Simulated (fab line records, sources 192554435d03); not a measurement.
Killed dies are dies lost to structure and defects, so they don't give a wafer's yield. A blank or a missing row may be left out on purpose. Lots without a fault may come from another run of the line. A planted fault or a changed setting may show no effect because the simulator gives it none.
Split-lot experiment | flow n5_finfet | 7 lots, 21 wafers read, on a route of 1938 steps

THE SPLIT
At N5_DUMMY_GATE_DESCUM_20 (chemistry O2, time 6.2 s), the setting time_s was moved away from the recipe's 6.2 s on 10 of the 21 wafers read, by -13.1% to +11.4%. The other wafers ran this setting at the recipe's value.

The reading is taken at the split's own step.

THE READING
CAR-EUV_of_DUMMY_GATE_COAT_09.thk_nm (the simulator's own value, which no gauge read), in nm, at N5_DUMMY_GATE_DESCUM_20 (chemistry O2, time 6.2 s). The file gives no usual value for it. The 11 wafers here that ran the recipe average 26.5 nm, standard deviation 0.096 nm.

wafer  | tool, chamber at the split | time_s as run, s | against the recipe | CAR-EUV_of_DUMMY_GATE_COAT_09.thk_nm, nm | against lot-mates on the recipe
L078.1 | rie_diel-01, 0,3,2         | 6.2              | recipe             | 26.4                                     | -
L078.2 | rie_diel-01, 0,3,2         | 6.2              | recipe             | 26.4                                     | -
L078.3 | rie_diel-01, 0,3,2         | 6.2              | recipe             | 26.4                                     | -
L081.1 | rie_diel-05, 2             | 5.522            | -10.9%             | 27                                       | +0.4
L081.5 | rie_diel-05, 2             | 5.522            | -10.9%             | 27                                       | +0.4
L081.4 | rie_diel-05, 0             | 6.2              | recipe             | 26.6                                     | -
L082.1 | rie_diel-02, 1,3           | 5.679            | -8.4%              | 26.6                                     | +0.2
L082.3 | rie_diel-02, 1,3           | 5.679            | -8.4%              | 26.6                                     | +0.2
L082.2 | rie_diel-02, 0             | 6.2              | recipe             | 26.4                                     | -
L083.3 | rie_diel-05, 0             | 6.2              | recipe             | 26.6                                     | -
L083.4 | rie_diel-05, 2             | 6.2              | recipe             | 26.4                                     | -
L083.6 | rie_diel-05, 3             | 5.387            | -13.1%             | 26.8                                     | +0.3
L090.1 | rie_diel-02, 3             | 6.906            | +11.4%             | 26                                       | -0.4
L090.3 | rie_diel-02, 2             | 6.906            | +11.4%             | 26.2                                     | -0.2
L090.6 | rie_diel-02, 1             | 6.2              | recipe             | 26.4                                     | -
L093.1 | rie_diel-01, 1,2           | 6.2              | recipe             | 26.6                                     | -
L093.4 | rie_diel-01, 1,2           | 6.2              | recipe             | 26.6                                     | -
L093.6 | rie_diel-01, 1             | 5.453            | -12.0%             | 26.8                                     | +0.2
L095.2 | rie_diel-02, 0             | 6.59             | +6.3%              | 26.4                                     | +0.0
L095.3 | rie_diel-02, 2             | 6.59             | +6.3%              | 26.2                                     | -0.2
L095.5 | rie_diel-02, 2             | 6.2              | recipe             | 26.4                                     | -
Where a row lists several chambers, the file gives one row for several wafers and doesn't say which wafer went through which chamber.

THE FIT
A straight line over all 21 wafers: CAR-EUV_of_DUMMY_GATE_COAT_09.thk_nm changes by -0.0315 nm for each +1% of time_s; r = -0.89; the points scatter about the line by 0.12 nm.
The same after taking each lot's own level away (the mean of its wafers on the recipe; 21 wafers): -0.0254 nm for each +1%; r = -0.93; scatter 0.076 nm.
On that fit, the largest move of time_s shifts the reading by 0.33 nm.
The lots' own levels span 26.40 to 26.60 nm, that is 2.1 times the standard deviation above.
So the lot-to-lot level changes the slope: the two fits differ.
Check: with one of the wafers moved furthest among these (-13.1%) left out of the fit, the line predicts +0.351 nm for it against its lot-mates. It came out at +0.3 nm against them.

OTHER SPLITS ON THESE WAFERS
These wafers also went through other splits before the reading. Each is held against what the fit with the lots' levels taken away leaves over:
other split on the same wafers          | wafers away from the commonest value | r with CAR-EUV_of_DUMMY_GATE_COAT_09.thk_nm (lot level and that fit taken away)
N5_ZERO_LAYER_EXPOSE_08 dose_mj         | 8                                    | -0.18
N5_ZERO_LAYER_DEVELOP_10 develop_time_s | 7                                    | -0.11
N5_WELL_APT_PEB_06 peb_temp_c           | 4                                    | +0.31
N5_WELL_APT_DESCUM_13 time_s            | 3                                    | +0.16
N5_FIN_SAQP_PECVD_06 time_s             | 10                                   | +0.06
N5_FIN_SAQP_PEB_14 peb_time_s           | 10                                   | +0.25
N5_FIN_CUT_COAT_19 spin_rpm             | 7                                    | -0.52
N5_DUMMY_GATE_COAT_28 spin_rpm          | 8                                    | +0.33

THE FILE'S OWN FIT
CAR-EUV_of_DUMMY_GATE_COAT_09.thk_nm changes by -0.0243 nm for each +1% of time_s, r = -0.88.
